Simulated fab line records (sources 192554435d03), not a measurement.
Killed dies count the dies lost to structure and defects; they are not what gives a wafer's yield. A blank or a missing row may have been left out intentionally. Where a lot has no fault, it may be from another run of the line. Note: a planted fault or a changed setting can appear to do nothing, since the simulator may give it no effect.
Comparing a struck lot with a sound one -- flow n5 finfet -- 16 steps out of a route of 1938
Sound: wafers L793.3, L793.4, L793.5. Struck: wafer L788.3. (L788.1 of the same lot was not struck and is left out.) The cause comes at the end.
Each step with rows lists, per side, the tool, then ch with its chambers, then its first start. Under that, the readings that differ: sound wafers -- struck wafers -- difference of the means -- sigmas: that difference in standard deviations of wafers without a fault.
alike: words and numbers the same on both sides, and readings whose means are apart by under 2 such deviations; not compared: readings that were withheld, readings missing a value for some wafer, numbers with overlapping values and no deviation given by the record, and bounds like >300 which may hide the same value.
A row with sigmas, a row that says differs or no value, or rows on one side alone: a step with any of these is where the two part. When numbers do not overlap yet have no deviation, they are printed without sigmas and do not part them. Lack of a reading on every wafer of one side parts them only where that side has two or more wafers.

first, 1 step without rows for these wafers: N5_BEOL_M0_WET_ETCH_106 (etches SiO2 in DHF, target depth 130 nm, rinse time 30 s).
N5_BEOL_M0_ETCH_128: etches SiCN in CF4/N2, target depth 12 nm, overetch 5.1 nm, time 21.4 s.
  sound on rie diel-02 ch 0,1, day 9 08:47; struck on rie diel-06 ch 1, day 8 09:53
  alike: drypump motor current A, oes product au, rf vpp V, showerhead plenum p Torr, throttle valve pct
  not compared: rf hours counter h
then, 2 steps without rows for these wafers: N5_BEOL_M0_TRENCH_ETCH_107 (etches SiOC in C4F6/O2, target depth 32.8 nm, time 16.4 s); N5_BEOL_M0_STRIP_142 (strips in N2/H2, time 10 s).
N5_BEOL_M0_OCD_MEAS_108:
  sound on ocd-01, day 9 08:56; struck on ocd-01, day 8 10:02
  alike: trench depth nm
then, 2 steps without rows for these wafers: N5_BEOL_M0_HM_STRIP_129 (strips TiN in peroxide tin strip, target depth 17 nm, time 108 s); N5_BEOL_M0_SRD_130 (time 30 s).
N5_BEOL_M0_ETCH_109: etches SiCN in CH3F/O2, target depth 8 nm, overetch 2.4 nm, time 27.4 s.
  sound on rie diel-01 ch 0,1, day 9 09:23; struck on rie diel-06 ch 2, day 8 10:19
reading,sound,struck,difference,sigmas
drypump motor current A (A),6.1 5.6 6.1,4.9,-1.0,-3
  alike: oes product au, rf vpp V, showerhead plenum p Torr, throttle valve pct
  not compared: rf hours counter h
then, 2 steps without rows for these wafers: N5_BEOL_M0_STRIP_139 (strips in post etch residue remover, time 60 s); N5_BEOL_M0_SRD_111 (time 30 s).
N5_BEOL_M0_DEGAS_112: time 60 s.
  sound on pvd sputter-01, day 9 11:19; struck on pvd sputter-01, day 8 12:43
  alike: heater power w
N5_BEOL_M0_PRE_CLEAN_113: time 30 s.
  sound on pvd sputter-01, day 9 11:22; struck on pvd sputter-01, day 8 12:46
  alike: heater power w
N5_BEOL_M0_ALD_136: deposits TaN, pulse time 2 s, purge time 3 s, co reactant purge time 2 s.
  sound on ald metal-01 ch 0,1, day 9 11:25; struck on ald metal-02 ch 3, day 8 13:02
reading,sound,struck,difference,sigmas
ald cycles,30 30 30,33,+3,
mfc carrier sccm (sccm),1509 1496 1514,1496,-10,-2
  alike: heater power w, precursor vessel carrier sccm
N5_BEOL_M0_SURFACE_TREAT_137:
  sound on pvd sputter-01, day 9 11:41; struck on pvd sputter-03, day 8 13:19
  not compared: throttle valve pct
-- a jump in the record: the struck wafers' starts before and after are 2 days apart (it breaks off in module BEOL_M0 and resumes in module BEOL_M4, where the first step shown is number 1111 of the route) --
N5_BEOL_M4_RC_MEAS_101:
  sound on prober-02 ch 0, day 11 22:47; struck on prober-01 ch 0, day 10 19:31
reading,sound,struck,difference,sigmas
SS_N (mV/dec),71.2 71.1 70.4,72.3,+1.4,+2
  alike: DIBL_N, DIBL_P, IOFF_N, IOFF_P, ION_N, ION_P, SS_P, VT_N, VT_P
-- record jumps: 4 days separate the struck wafers' starts on either side; left off in module BEOL_M4, taken up again in module PASSIVATION, whose first shown step is the route's number 1936 --
N5_PASSIVATION_PROBE_49:
  sound on prober-02, day 16 18:40; struck on prober-01, day 14 23:01
reading,sound,struck,difference,sigmas
killed_at_M4_up,11 12 10,29,+18,+4
  alike: defect limited yield, killed_at_M0_to_M3, killed at contacts, killed at front end, killed at other, killed dies, killed open, killed short, sort_bin_5_function, sort_bin_6_memory, sort n pass, sort yield pct

WHERE THEY PART
Last at N5_PASSIVATION_PROBE_49 as far as this record goes, first at N5_BEOL_M0_ETCH_109.

WHY: whatever the simulator had introduced
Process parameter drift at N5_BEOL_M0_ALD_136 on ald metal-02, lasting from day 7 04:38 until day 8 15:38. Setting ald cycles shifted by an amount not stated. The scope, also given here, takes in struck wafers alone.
